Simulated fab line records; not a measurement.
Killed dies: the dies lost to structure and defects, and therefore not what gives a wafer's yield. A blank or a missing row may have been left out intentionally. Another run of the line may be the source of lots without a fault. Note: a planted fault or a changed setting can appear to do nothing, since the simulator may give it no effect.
Matching of chambers    flow n5Finfet    4 sister chambers for N5_ILD0_ALD_15 on aldSin-02
The step deposits SiNx, target thk 24 nm, pulse time 1 s, ald cycles 480. 4 wafers are shown with their chamber, then 12 later ones without.

## EACH WAFER AND ITS CHAMBER
wafer   chamber  heaterPowerW (W)
L083.4  1        873
L085.3  2        788
L088.3  3        731
L088.6  0        926

## WAFERS WITHOUT THEIR CHAMBER
wafer   heaterPowerW (W)
L092.2  888
L092.4  934
L092.5  888
L093.2  739
L093.3  877
L093.4  787
L094.3  890
L094.4  929
L094.6  881
L096.2  863
L096.3  914
L096.5  873

## EACH ONE'S CHAMBER
wafer   from the rows above      in truth
L092.2  1                        1
L092.4  0                        0
L092.5  1                        1
L093.2  3                        3
L093.3  1                        1
L093.4  2                        2
L094.3  can't be placed: 1 or 0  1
L094.4  0                        0
L094.6  1                        1
L096.2  1                        1
L096.3  0                        0
L096.5  1                        1
Correct placement for 11 of the 12. Cannot be placed on the basis of these rows: 1; the candidates contain the true chamber in 1. Number placed wrongly: 0.
How it was worked out, from the rows above alone: a wafer's distance from a chamber is the root of the sum, over the readings, of the square of ((its reading less the chamber's mean) divided by the reading's scatter). If the next closest chamber is less than 2 further off than the closest, the wafer can't be placed; otherwise it belongs to the closest. For every chamber, the mean is computed from those of its wafers that are shown. The scatter: with one shown wafer a chamber, the root of the mean of the squares of how far each hidden wafer lies from its nearest shown one.
